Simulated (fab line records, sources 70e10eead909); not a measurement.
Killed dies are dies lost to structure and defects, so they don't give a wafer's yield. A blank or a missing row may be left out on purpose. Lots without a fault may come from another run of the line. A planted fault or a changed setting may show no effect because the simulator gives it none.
A struck lot beside a sound one | flow nand_harc | 17 steps out of a route of 1302
Sound: wafers L783.1, L783.3, L783.4. Struck: wafers L791.1, L791.3, L791.4. The cause comes at the end.
At each step with rows: each side's tool, then ch and its chambers, then its first start. Under that, the readings that differ: sound wafers | struck wafers | difference of the means | sigmas: that difference in standard deviations of wafers without a fault.
alike: readings whose means differ by less than 2 such deviations, and words and numbers that are the same on both sides. not compared: withheld readings, readings that some wafer has no value for, bounds like >300 that may hide the same value, and numbers for which the record gives no deviation and whose values overlap.
The two part at a step that has a row with sigmas, a row that says differs or no value, or rows on one side only. Numbers that don't overlap but have no deviation are shown without sigmas and don't part them. A reading that every wafer of one side lacks parts them only if that side has two wafers or more.

NHARC_P_ZERO_WELL_CD_MEAS_24: target cd 720 nm.
  sound on cd_sem-01 ch 0, day 3 14:34; struck on cd_sem-02 ch 0, day 6 22:38
  alike: cd_nm
then, 1 step without rows for these wafers: NHARC_P_ZERO_WELL_HARDBAKE_25 (time 80 s).
NHARC_P_ZERO_WELL_DESCUM_26: chemistry O2, time 3 s.
  sound on rie_diel-01 ch 1,2, day 3 14:44; struck on rie_diel-12 ch 0,1,2, day 6 22:48
  alike: drypump_motor_current_A, oes_product_au, rf_vpp_V, showerhead_plenum_p_Torr, throttle_valve_pct
  not compared: rf_hours_counter_h
then, 9 steps without rows for these wafers: NHARC_P_ZERO_WELL_IMPLANT_27; NHARC_P_ZERO_WELL_IMPLANT_57; NHARC_P_ZERO_WELL_IMPLANT_58; NHARC_P_ZERO_WELL_STRIP_28 (strips in SPM, time 840 s); NHARC_P_ZERO_WELL_DEHYDRATE_29 (time 120 s); NHARC_P_ZERO_WELL_HMDS_30 (time 30 s); NHARC_P_ZERO_WELL_COAT_31; NHARC_P_ZERO_WELL_SOFTBAKE_32 (time 95 s); NHARC_P_ZERO_WELL_EBR_33.
NHARC_P_ZERO_WELL_EXPOSE_34: exposes mask P PWELL, target cd 720 nm.
  sound on krf_scanner-02 ch 0, day 3 16:06; struck on krf_scanner-02 ch 0, day 7 00:01
  reading              | sound                | struck               | difference | sigmas
  exposure_dose_mJ_cm2 | 22.301 22.307 22.309 | 21.512 21.495 21.481 | -0.810     | -40
  alike: mask
then, 2 steps without rows for these wafers: NHARC_P_ZERO_WELL_PEB_35 (peb time 85 s); NHARC_P_ZERO_WELL_DEVELOP_36 (time 70 s).
NHARC_P_ZERO_WELL_CD_MEAS_37: target cd 720 nm.
  sound on cd_sem-02 ch 0, day 3 16:16; struck on cd_sem-02 ch 0
  reading    | sound             | struck            | difference | sigmas
  cd_nm (nm) | 720.0 718.6 717.7 | 712.6 712.4 713.1 | -6.1       | -5
  not compared: hold
-- the record jumps here: 21 days lie between the struck wafers' starts before and after (it left off in module P_ZERO_WELL and takes up again in module END, whose first step shown is number 1302 of the route) --
NHARC_END_SORT_01:
  sound on prober-02 ch 0, day 26 08:29; struck on prober-02 ch 0, day 28 10:04
  alike: killed_at_array, killed_at_other, killed_at_periphery, killed_dies, killed_open, killed_short

WHERE THEY PART
First at NHARC_P_ZERO_WELL_EXPOSE_34; last, within this record, at NHARC_P_ZERO_WELL_CD_MEAS_37. Later steps at which nothing parts them and some readings are alike: NHARC_END_SORT_01.

WHY: what the simulator had put in
Process parameter drift: krf_scanner-02, from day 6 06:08 on, at NHARC_P_ZERO_WELL_EXPOSE_34. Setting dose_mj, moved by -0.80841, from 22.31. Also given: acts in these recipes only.
